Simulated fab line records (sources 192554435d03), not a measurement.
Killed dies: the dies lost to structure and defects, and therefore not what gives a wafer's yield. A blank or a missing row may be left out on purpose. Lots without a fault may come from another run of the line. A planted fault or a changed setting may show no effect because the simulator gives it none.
Chamber matching    flow n5 finfet    pecvd-03 running N5_FIN_SAQP_HM_DEP_72: 3 sister chambers
The step deposits SiO2 from SiH4/N2O, target thk 12 nm, time 7.2 s. 6 wafers are shown with their chamber, then 9 later ones without.

== EACH WAFER AND ITS CHAMBER ==
wafer   chamber  showerhead plenum p Torr (Torr)  heater power w (W)
L082.1  0        8.18                             906
L082.4  0        8.17                             761
L085.3  1        8.14                             815
L087.1  2        8.22                             771
L087.2  1        8.14                             828
L087.3  2        8.25                             782

== WAFERS MISSING THEIR CHAMBER ==
wafer   showerhead plenum p Torr (Torr)  heater power w (W)
L090.3  8.25                             743
L090.5  8.13                             738
L090.6  8.26                             739
L092.2  8.14                             800
L092.4  8.25                             797
L092.6  8.17                             914
L096.1  8.18                             873
L096.2  8.13                             789
L096.5  8.23                             772

== EACH ONE'S CHAMBER ==
wafer   from the rows above      in truth
L090.3  2                        2
L090.5  1                        1
L090.6  2                        2
L092.2  1                        1
L092.4  2                        2
L092.6  can't be placed: 0 or 1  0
L096.1  0                        0
L096.2  1                        1
L096.5  2                        2
Correct placement for 8 of the 9. These rows do not allow placing 1 (true chamber among the candidates in 1). Wrongly placed: 0.
How it was worked out, from the rows above alone: a wafer's distance from a chamber is the root of the sum, over the readings, of the square of ((its reading less the chamber's mean) divided by the reading's scatter). If the next closest chamber is less than 2 further off than the closest, the wafer can't be placed; otherwise it belongs to the closest. A chamber's mean is the mean of its shown wafers. The scatter: take each reading less its chamber's mean, square it, sum over the shown wafers, divide by the number of wafers less the number of chambers, and take the root.
